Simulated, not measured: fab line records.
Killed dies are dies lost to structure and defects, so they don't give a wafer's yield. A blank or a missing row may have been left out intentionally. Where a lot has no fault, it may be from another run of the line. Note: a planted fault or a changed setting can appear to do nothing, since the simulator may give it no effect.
Matching of chambers || flow n5-finfet || N5_SDB_CMP_30 on cmp-03: 4 sister chambers
The step polishes, stops on poly-Si, t overpolish 1.54 s, target thk 30 nm. 8 wafers are shown with their chamber, then 11 later ones without.

WAFERS, EACH WITH ITS CHAMBER
{"wafer": "L087.5", "chamber": 0, "motor-current-A (A)": 11.5, "time-to-endpoint-s (s)": 21.5}
{"wafer": "L087.6", "chamber": 3, "motor-current-A (A)": 10.9, "time-to-endpoint-s (s)": 21.5}
{"wafer": "L089.1", "chamber": 3, "motor-current-A (A)": 10.7, "time-to-endpoint-s (s)": 17.5}
{"wafer": "L089.3", "chamber": 0, "motor-current-A (A)": 11.8, "time-to-endpoint-s (s)": 16.2}
{"wafer": "L090.4", "chamber": 2, "motor-current-A (A)": 12.4, "time-to-endpoint-s (s)": 16.3}
{"wafer": "L090.5", "chamber": 2, "motor-current-A (A)": 11.4, "time-to-endpoint-s (s)": 16.5}
{"wafer": "L090.6", "chamber": 1, "motor-current-A (A)": 12.7, "time-to-endpoint-s (s)": 14.5}
{"wafer": "L093.2", "chamber": 1, "motor-current-A (A)": 12.3, "time-to-endpoint-s (s)": 16.4}

WAFERS WITHOUT THEIR CHAMBER
{"wafer": "L093.3", "motor-current-A (A)": 11.0, "time-to-endpoint-s (s)": 21.7}
{"wafer": "L093.5", "motor-current-A (A)": 11.4, "time-to-endpoint-s (s)": 18.8}
{"wafer": "L094.1", "motor-current-A (A)": 10.6, "time-to-endpoint-s (s)": 22.5}
{"wafer": "L094.2", "motor-current-A (A)": 12.0, "time-to-endpoint-s (s)": 23.1}
{"wafer": "L094.3", "motor-current-A (A)": 11.1, "time-to-endpoint-s (s)": 21.5}
{"wafer": "L095.1", "motor-current-A (A)": 11.4, "time-to-endpoint-s (s)": 20.4}
{"wafer": "L095.3", "motor-current-A (A)": 12.0, "time-to-endpoint-s (s)": 19.5}
{"wafer": "L095.5", "motor-current-A (A)": 12.5, "time-to-endpoint-s (s)": 20.6}
{"wafer": "L096.1", "motor-current-A (A)": 12.6, "time-to-endpoint-s (s)": 18.3}
{"wafer": "L096.5", "motor-current-A (A)": 10.9, "time-to-endpoint-s (s)": 20.9}
{"wafer": "L096.6", "motor-current-A (A)": 12.3, "time-to-endpoint-s (s)": 18.6}

WHICH CHAMBER EACH ONE RAN IN
{"wafer": "L093.3", "from the rows above": "can't be placed: 3 or 0", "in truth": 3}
{"wafer": "L093.5", "from the rows above": "can't be placed: 0 or 3 or 2", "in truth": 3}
{"wafer": "L094.1", "from the rows above": "can't be placed: 3 or 0", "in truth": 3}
{"wafer": "L094.2", "from the rows above": "can't be placed: 0 or 2 or 3 or 1", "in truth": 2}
{"wafer": "L094.3", "from the rows above": "can't be placed: 3 or 0 or 2", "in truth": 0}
{"wafer": "L095.1", "from the rows above": "can't be placed: 0 or 3 or 2", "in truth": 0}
{"wafer": "L095.3", "from the rows above": "can't be placed: 0 or 2 or 1", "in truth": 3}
{"wafer": "L095.5", "from the rows above": "can't be placed: 1 or 0 or 2", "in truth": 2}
{"wafer": "L096.1", "from the rows above": "can't be placed: 1 or 2 or 0", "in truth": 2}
{"wafer": "L096.5", "from the rows above": "can't be placed: 3 or 0", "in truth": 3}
{"wafer": "L096.6", "from the rows above": "can't be placed: 2 or 1 or 0", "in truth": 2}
0 of 11 placed correctly. From these rows, 11 cannot be placed; in 10 the true chamber is one of the candidates. 0 placed wrongly.
How it was worked out, from the rows above alone: a wafer's distance from a chamber is the root of the sum, over the readings, of the square of ((its reading less the chamber's mean) divided by the reading's scatter). The wafer belongs to the nearest chamber; if the next one is less than 2 further off, it can't be placed. A chamber's mean is the mean of its shown wafers. The scatter: the root of (the sum of the squares of (reading less its chamber's mean) over the shown wafers, divided by (wafers less chambers)).
